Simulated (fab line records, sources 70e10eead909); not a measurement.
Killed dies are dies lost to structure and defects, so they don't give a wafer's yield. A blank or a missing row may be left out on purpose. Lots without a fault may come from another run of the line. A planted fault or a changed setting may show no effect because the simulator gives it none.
Which tool did it? | flow nand_harc | 7 lots, 21 wafers sampled, at 4 steps of a route of 1159

WHAT THE GAUGES READ, wafer by wafer
NHARC_A_ONON_D1_THK_MEAS_21: measures by ellipsometry.
lot  | measured     | on            | thk_nm (nm)
L711 | day 8 14:05  | film_metro-02 | 1006 1003 1002
L717 | day 10 09:46 | film_metro-02 | 1505 1505 1504
L720 | day 10 22:21 | film_metro-02 | 1500 1499 1500
L724 | day 11 19:02 | film_metro-01 | 1008 1006 1009
L726 | day 12 08:47 | film_metro-02 | 1010 1012 1011
L729 | day 13 01:44 | film_metro-02 | 993 990 992
L731 | day 13 11:07 | film_metro-02 | 986 985 988

WHICH TOOL RAN EACH LOT (tool, then ch and the chambers of the sampled wafers, then the start)
lot  | NHARC_P_BONDPAD_PRE_CLEAN_26            | NHARC_P_BONDPAD_ANNEAL_28        | NHARC_A_ONON_D1_DEP_19
L711 | pvd_sputter-01, day 7 00:43 or earlier  | rtp_anneal-02 ch 0, day 7 00:43  | pecvd_onon-02 ch 0, day 8 13:34
L717 | pvd_sputter-02, day 8 11:55 or earlier  | rtp_anneal-01 ch 0, day 8 11:55  | pecvd_onon-02 ch 0, day 10 09:15
L720 | pvd_sputter-03, day 9 14:07 or earlier  | rtp_anneal-02 ch 0, day 9 14:07  | pecvd_onon-02 ch 0, day 10 21:58
L724 | pvd_sputter-03, day 10 04:01 or earlier | rtp_anneal-01 ch 0, day 10 04:01 | pecvd_onon-01 ch 0, day 11 18:32
L726 | pvd_sputter-02, day 10 19:49 or earlier | rtp_anneal-01 ch 0, day 10 19:49 | pecvd_onon-03 ch 0, day 12 08:17
L729 | pvd_sputter-01, day 11 10:37 or earlier | rtp_anneal-01 ch 0, day 11 10:37 | pecvd_onon-03 ch 0, day 13 01:20
L731 | pvd_sputter-03, day 12 00:36 or earlier | rtp_anneal-02 ch 0, day 12 00:36 | pecvd_onon-03 ch 0, day 13 10:40
- NHARC_P_BONDPAD_PRE_CLEAN_26: time 30 s.
- NHARC_P_BONDPAD_ANNEAL_28: time 90 s.
- NHARC_A_ONON_D1_DEP_19: target thk 1000 nm.

THE ANSWER, worked out from the rows above alone
Rule: what is usual is taken from the lots themselves. Put in order of their means at a reading, lots are off if they are a third of the lots or fewer, leave a main group of 4 or more, and stand apart from it by a gap of 3 or more times the standard deviation of the main group's means; of several such gaps the widest counts. A main group whose means are all the same, to the digits that the tables above print for the reading, isn't used. A lot without any number at a reading at which 4 lots or more have one is off too. The other lots that the step has rows for count as sound.
Off: L717, L720, at NHARC_A_ONON_D1_THK_MEAS_21 (thk_nm). The main group: mean 1000 nm, standard deviation 9.5.
A tool fits if, at a process step before that reading, it ran every lot that is off, and no sound lot after the first of them. The gauges at NHARC_A_ONON_D1_THK_MEAS_21 are tried like those tools. NHARC_P_BONDPAD_PRE_CLEAN_26 gives no start for some lots, so the hours and the order of its lots are those of NHARC_P_BONDPAD_ANNEAL_28. One fits: pecvd_onon-02 at NHARC_A_ONON_D1_DEP_19. Its last sound lot is L711 (day 8 13:34), its first lot that is off L717 (day 10 09:15): a fault that began between those two fits.

WHAT THE SIMULATOR HAD PUT IN
Process parameter drift: pecvd_onon-02, from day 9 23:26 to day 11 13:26, at NHARC_A_ONON_D1_DEP_19. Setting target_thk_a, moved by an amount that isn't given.
Lots struck among those shown: L717, L720. The rule above found the same.
